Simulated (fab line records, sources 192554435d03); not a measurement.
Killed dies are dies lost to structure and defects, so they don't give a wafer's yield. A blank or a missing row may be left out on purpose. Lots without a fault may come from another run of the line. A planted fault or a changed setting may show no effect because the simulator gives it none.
Chamber matching | flow n5_finfet | N5_BEOL_M10_ILD_DEP_00 on pecvd-04: 3 sister chambers
The step deposits SiCOH lowk from DEMS/porogen, target thk 308.51 nm, time 58 s. 6 wafers are shown with their chamber, then 8 later ones without.

WAFERS WITH THEIR CHAMBER
wafer  | chamber | heater_power_w (W) | throttle_valve_pct (%)
L078.1 | 1       | 354                | 12.5
L078.4 | 2       | 271                | 13.2
L091.1 | 2       | 268                | 13.7
L091.2 | 0       | 339                | 13.6
L091.3 | 1       | 335                | 13.0
L093.1 | 0       | 366                | 13.8

WAFERS WITHOUT THEIR CHAMBER
wafer  | heater_power_w (W) | throttle_valve_pct (%)
L093.5 | 287                | 13.7
L093.6 | 344                | 12.6
L095.2 | 346                | 13.8
L095.4 | 360                | 13.7
L095.5 | 226                | 13.7
L096.1 | 328                | 12.7
L096.3 | 339                | 13.9
L096.6 | 342                | 12.8

WHICH CHAMBER EACH WENT THROUGH
wafer  | from the rows above | in truth
L093.5 | 2                   | 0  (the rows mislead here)
L093.6 | 1                   | 1
L095.2 | 0                   | 0
L095.4 | 0                   | 0
L095.5 | 2                   | 2
L096.1 | 1                   | 1
L096.3 | 0                   | 0
L096.6 | 1                   | 1
Placed correctly: 7 of 8. Can't be placed from these rows: 0. Placed wrongly: 1.
How it was worked out, from the rows above alone: a wafer's distance from a chamber is the root of the sum, over the readings, of the square of ((its reading less the chamber's mean) divided by the reading's scatter). The wafer belongs to the nearest chamber; if the next one is less than 2 further off, it can't be placed. A chamber's mean is the mean of its shown wafers. The scatter: the root of (the sum of the squares of (reading less its chamber's mean) over the shown wafers, divided by (wafers less chambers)).
